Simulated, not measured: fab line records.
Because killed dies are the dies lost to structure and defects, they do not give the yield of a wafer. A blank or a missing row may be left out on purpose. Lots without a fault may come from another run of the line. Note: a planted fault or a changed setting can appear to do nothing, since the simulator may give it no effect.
Code-filled problem report in 8D (eight disciplines) form + flow nand-harc + the parts of the form that need people (team, actions taken, sign-off) are left out

1. WHAT IS WRONG
oes-product-au at NHARC_A_WL_FILL_ETCHBACK_26 reads a mean of 0.691 a.u. on 4 wafers of 3 lots; wafers without a fault read 0.998 a.u. with a standard deviation of 0.0071. That puts it -43 standard deviations away from the usual mean.
The step: etches the open film in HBr, target depth 52 nm, time 13.3 s.
First observed at day 25 12:53: wafer L902.3, on rie-si-02. Wafers with a number at this step in the record: 44, from 15 lots. Rule for "out" (also "out of limits"): further than 4 standard deviations from the usual mean. The rest of the wafers with a number are treated as sound.

2. WHAT IT IS, AND WHAT IT ISN'T
| question                    | is                             | is not                                                                                       |
|-----------------------------|--------------------------------|----------------------------------------------------------------------------------------------|
| which readings at this step | oes-product-au                 | drypump-motor-current-A, hbr-flow-sccm, throttle-valve-pct                                   |
| which lots                  | L902, L904, L905               | L891, L893, L894, L895, L896, L897, L898, L899, L900, L912, L913, L914                       |
| which wafers of those lots  | L902.3, L902.6, L904.6, L905.6 | L904.2, L904.5, L905.1, L905.4                                                               |
| read on which tools         | rie-si-02                      | rie-si-03, rie-si-06                                                                         |
| when                        | from day 25 12:53              | up to then (27 sound wafers); but 13 sound wafers of L904, L905, L912, L913, L914 came after |

3. SUSPECTS, AND WHAT RULES EACH OUT
Counting: any tool at a process step up to the reading remains a suspect provided it ran every lot that is out. Sound lots after the first of them don't rule it out here, since some wafers of a struck lot are sound.
- rie-si-02 at NHARC_A_WL_FILL_ETCHBACK_26 (etches the open film in HBr, target depth 52 nm, time 13.3 s): kept. Every lot that is out went through it, the first being L902 (day 25 12:53); the last sound lot it ran before that was L899 (day 24 14:55). Its own readings are out on those wafers: oes-product-au.
Left after counting: rie-si-02 at NHARC_A_WL_FILL_ETCHBACK_26.

4. THE CAUSE (what the simulator had put in)
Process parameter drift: rie-si-02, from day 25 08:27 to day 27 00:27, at NHARC_A_WL_FILL_ETCHBACK_26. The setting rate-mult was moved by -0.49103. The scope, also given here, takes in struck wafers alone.
Counting left only this tool.

5. THE EFFECT CHAIN, in route order
Each row: a reading where the mean over the struck wafers with a number is more than 3 standard deviations away from the usual. Only readings for which the record gives a usual standard deviation are gone through. hours: the time from each lot's start at the first step in this table that gives one to its start at this step, as a median over the lots. sigmas: the change in usual standard deviations.
| hours | step                        | reading        | usual      | on struck wafers | change | sigmas |
|-------|-----------------------------|----------------|------------|------------------|--------|--------|
| 0     | NHARC_A_WL_FILL_ETCHBACK_26 | oes-product-au | 0.998 a.u. | 0.691            | -0.307 | -43    |
Process steps it contains:
- NHARC_A_WL_FILL_ETCHBACK_26: etches the open film in HBr, target depth 52 nm, time 13.3 s.

6. HOW IT WOULD HAVE BEEN CAUGHT EARLIER
First out-of-limits reading in this record: day 25 12:53, which is 4 hours after fault onset at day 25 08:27.
